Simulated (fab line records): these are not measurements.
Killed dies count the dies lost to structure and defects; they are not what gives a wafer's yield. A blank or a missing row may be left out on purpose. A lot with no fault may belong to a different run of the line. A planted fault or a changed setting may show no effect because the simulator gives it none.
The same fault as seen by 2 desks -- flow nand_harc -- only its own numbers are on each desk; what lay behind them is given at the end

== THE DEFECT DESK ==
What the inspections along the route counted, lot by lot: means of the sampled wafers that have a number. Any lot whose mean is over 4 standard deviations away from the usual mean is out of limits and marked OUT; that distance is given in the brackets.
Columns: A = raw_defect_count at NHARC_A_ONON_D1_INSPECT_32, usual 72
lot,first seen here,A
L505,day 8 09:26,70
L506,day 8 19:13,114
L507,day 9 10:01,73
L508,day 9 15:35,85
L511,day 11 02:51,89
L513,day 11 16:28,90
L512,day 11 16:31,60
L515,day 12 16:37,68
L516,day 12 23:52,79
L523,day 15 22:02,94
L525,day 16 11:05,49
L526,day 17 12:19,68
L528,day 17 23:09,52
This desk found nothing out of limits on any of the 13 lots.

== METROLOGY DESK ==
What the gauges read, lot by lot, whatever tool the lot ran on: means of the sampled wafers that have a number. Any lot whose mean is over 4 standard deviations away from the usual mean is out of limits and marked OUT; that distance is given in the brackets.
Columns: A = thk_nm at NHARC_A_ONON_D1_THK_MEAS_14, usual 999 nm; B = thk_nm at NHARC_A_ONON_D1_THK_MEAS_18, usual 1000 nm
lot,first seen here,A,B
L505,day 7 23:05,985,1005
L506,day 8 08:17,1014,1011
L507,day 8 22:32,998,1000
L508,day 9 04:55,998,999
L511,day 10 16:25,1012,993
L512,day 11 05:52,1002,1003
L513,day 11 05:55,1013,1009
L515,day 12 05:56,999,953 (-5.6) OUT
L516,day 12 13:07,989,898 (-12) OUT
L523,day 15 11:12,991,1000
L525,day 16 00:28,998,1011
L526,day 16 23:49,996,1004
L528,day 17 12:16,984,1016
This desk's finding: out of limits on L515, L516; first on L515, day 12 13:46 (thk_nm at NHARC_A_ONON_D1_THK_MEAS_18). In limits: L505, L506, L507, L508, L511, L512, L513, L523, L525, L526, L528.

== BROUGHT TOGETHER ==
An alarm was possible from the metrology desk at day 12 13:46, on L515, L516.
The defect desk saw nothing out of limits.
The defect desk has L515, L516 on record, within its limits.
On pecvd_onon-04, each named lot ran NHARC_A_ONON_D1_DEP_16.

== WHAT THE SIMULATOR HAD INSERTED ==
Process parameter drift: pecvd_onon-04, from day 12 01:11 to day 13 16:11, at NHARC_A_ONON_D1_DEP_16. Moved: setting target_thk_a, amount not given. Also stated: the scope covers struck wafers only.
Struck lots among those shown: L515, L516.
Hours from the fault's start to each desk's first reading out of limits: the metrology desk, 13.
